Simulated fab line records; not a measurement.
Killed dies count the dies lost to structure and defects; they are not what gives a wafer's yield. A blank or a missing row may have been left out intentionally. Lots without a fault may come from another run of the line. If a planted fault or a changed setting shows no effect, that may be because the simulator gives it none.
Chamber matching + flow nand-harc + NHARC_P_GATE_DESCUM_61 on rie-diel-07 has 4 sister chambers
The step chemistry O2, time 3 s. 4 wafers are shown with their chamber, then 7 later ones without.

WAFERS WITH THEIR CHAMBER
| wafer  | chamber | showerhead-plenum-p-Torr (Torr) |
|--------|---------|---------------------------------|
| L087.2 | 1       | 1.87                            |
| L087.4 | 3       | 2.06                            |
| L087.1 | 2       | 2.02                            |
| L087.3 | 0       | 1.86                            |

WAFERS WITHOUT THEIR CHAMBER
| wafer  | showerhead-plenum-p-Torr (Torr) |
|--------|---------------------------------|
| L087.5 | 2.06                            |
| L094.1 | 2.01                            |
| L094.4 | 1.85                            |
| L094.6 | 1.87                            |
| L097.1 | 2.01                            |
| L097.2 | 1.86                            |
| L097.6 | 1.86                            |

WHICH CHAMBER EACH ONE RAN IN
| wafer  | from the rows above     | in truth |
|--------|-------------------------|----------|
| L087.5 | 3                       | 3        |
| L094.1 | 2                       | 2        |
| L094.4 | can't be placed: 0 or 1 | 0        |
| L094.6 | can't be placed: 1 or 0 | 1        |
| L097.1 | 2                       | 2        |
| L097.2 | can't be placed: 0 or 1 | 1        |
| L097.6 | can't be placed: 0 or 1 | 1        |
Correctly placed: 3 of 7. Can't be placed from these rows: 4 (the true chamber is among the candidates in 4). 0 placed wrongly.
How it was worked out, from the rows above alone: a wafer's distance from a chamber is the root of the sum, over the readings, of the square of ((its reading less the chamber's mean) divided by the reading's scatter). If the next closest chamber is less than 2 further off than the closest, the wafer can't be placed; otherwise it belongs to the closest. A chamber's mean is the mean of its shown wafers. The scatter: with one shown wafer a chamber, the root of the mean of the squares of how far each hidden wafer lies from its nearest shown one.
